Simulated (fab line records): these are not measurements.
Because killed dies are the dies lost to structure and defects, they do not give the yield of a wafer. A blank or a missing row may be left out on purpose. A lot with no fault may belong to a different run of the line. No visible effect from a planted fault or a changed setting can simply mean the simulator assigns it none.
3 desks looking at one fault + flow n5Finfet + numbers are kept per desk, each desk with only its own; the story behind them comes last

FROM THE METROLOGY DESK
What the gauges read, lot by lot, whatever tool the lot ran on: means of the sampled wafers that have a number. Marked OUT: a lot whose mean sits more than 4 standard deviations from the usual mean, which makes it out of limits; the brackets give that distance. 7 of its 10 readings are shown, namely those furthest out on some lot.
Columns: A = DIBL_N at N5_BEOL_M4_RC_MEAS_101, usual 36.7 mV/V; B = DIBL_P at N5_BEOL_M4_RC_MEAS_101, usual 37.0 mV/V; C = IOFF_N at N5_BEOL_M4_RC_MEAS_101, usual 0.17 nA/um; D = IOFF_P at N5_BEOL_M4_RC_MEAS_101, usual 0.22 nA/um; E = ION_P at N5_BEOL_M4_RC_MEAS_101, usual 462 uA/um; F = SS_N at N5_BEOL_M4_RC_MEAS_101, usual 71.7 mV/dec; G = VT_P at N5_BEOL_M4_RC_MEAS_101, usual -250 mV
| lot  | first seen here | A    | B    | C    | D    | E   | F    | G    |
|------|-----------------|------|------|------|------|-----|------|------|
| L449 | day 9 03:59     | 37.1 | 37.1 | 0.16 | 0.20 | 459 | 72.2 | -254 |
| L452 | day 9 12:34     | 36.1 | 36.1 | 0.15 | 0.18 | 453 | 71.5 | -254 |
| L450 | day 9 19:53     | 36.6 | 36.1 | 0.15 | 0.22 | 465 | 71.5 | -248 |
| L467 | day 13 12:33    | 34.8 | 33.7 | 0.14 | 0.18 | 460 | 71.0 | -251 |
| L466 | day 13 12:44    | 38.9 | 38.1 | 0.20 | 0.22 | 461 | 72.0 | -251 |
| L468 | day 13 14:30    | 38.2 | 36.8 | 0.17 | 0.26 | 468 | 71.5 | -248 |
| L469 | day 14 18:44    | 37.0 | 37.9 | 0.17 | 0.23 | 465 | 71.9 | -252 |
| L470 | day 15 19:44    | 36.4 | 35.8 | 0.15 | 0.19 | 458 | 71.8 | -253 |
Result from this desk: across the 8 lots, nothing is out of limits.

DESK OF THE TOOL OWNER: rieDiel-02
The tool's own readings at N5_MOL_CONTACT_COAG_ETCH_89 (etches underlayer in N2/H2, target depth 13 nm, time 10.4 s): means of the sampled wafers that have a number, for each lot that ran on this tool. Marked OUT: a lot whose mean sits more than 4 standard deviations from the usual mean, which makes it out of limits; the brackets give that distance.
Columns: A = drypumpMotorCurrentA at N5_MOL_CONTACT_COAG_ETCH_89, usual 5.6 A; B = etchRfOnTimeS at N5_MOL_CONTACT_COAG_ETCH_89, usual 10.43 s; C = oesProductAu at N5_MOL_CONTACT_COAG_ETCH_89, usual 0.65 a.u.; D = rfVppV at N5_MOL_CONTACT_COAG_ETCH_89, usual 523.6 V; E = showerheadPlenumPTorr at N5_MOL_CONTACT_COAG_ETCH_89, usual 2.54 Torr; F = throttleValvePct at N5_MOL_CONTACT_COAG_ETCH_89, usual 17.85 %
| lot  | first seen here | A   | B     | C    | D     | E    | F     |
|------|-----------------|-----|-------|------|-------|------|-------|
| L449 | day 5 15:59     | 5.6 | 10.41 | 0.62 | 526.5 | 2.60 | 17.80 |
| L450 | day 5 18:54     | 5.4 | 10.38 | 0.63 | 524.7 | 2.57 | 17.73 |
| L452 | day 6 08:32     | 5.7 | 10.46 | 0.63 | 523.7 | 2.58 | 17.84 |
| L468 | day 10 09:05    | 5.5 | 10.43 | 0.61 | 523.1 | 2.47 | 17.90 |
| L470 | day 10 20:43    | 5.6 | 10.32 | 0.62 | 521.1 | 2.45 | 17.93 |
Result from this desk: across the 5 lots, nothing is out of limits.

THE DEFECT DESK
Counts from the inspections along the route, per lot, as means over the sampled wafers that have a number. Marked OUT: a lot whose mean sits more than 4 standard deviations from the usual mean, which makes it out of limits; the brackets give that distance.
Columns: A = rawDefectCount at N5_MOL_CONTACT_COAG_INSPECT_42, usual 218
| lot  | first seen here | A   |
|------|-----------------|-----|
| L449 | day 5 17:25     | 174 |
| L450 | day 5 20:13     | 157 |
| L452 | day 6 09:50     | 344 |
| L466 | day 9 19:34     | 294 |
| L467 | day 10 00:13    | 228 |
| L468 | day 10 10:29    | 177 |
| L469 | day 10 21:44    | 261 |
| L470 | day 10 21:57    | 189 |
Result from this desk: across the 8 lots, nothing is out of limits.

BROUGHT TOGETHER
Nothing out of limits was seen by the metrology desk.
Nothing out of limits was seen by the tool owner's desk.
No out-of-limits result turned up at the defect desk.

WHAT THE SIMULATOR HAD PUT IN
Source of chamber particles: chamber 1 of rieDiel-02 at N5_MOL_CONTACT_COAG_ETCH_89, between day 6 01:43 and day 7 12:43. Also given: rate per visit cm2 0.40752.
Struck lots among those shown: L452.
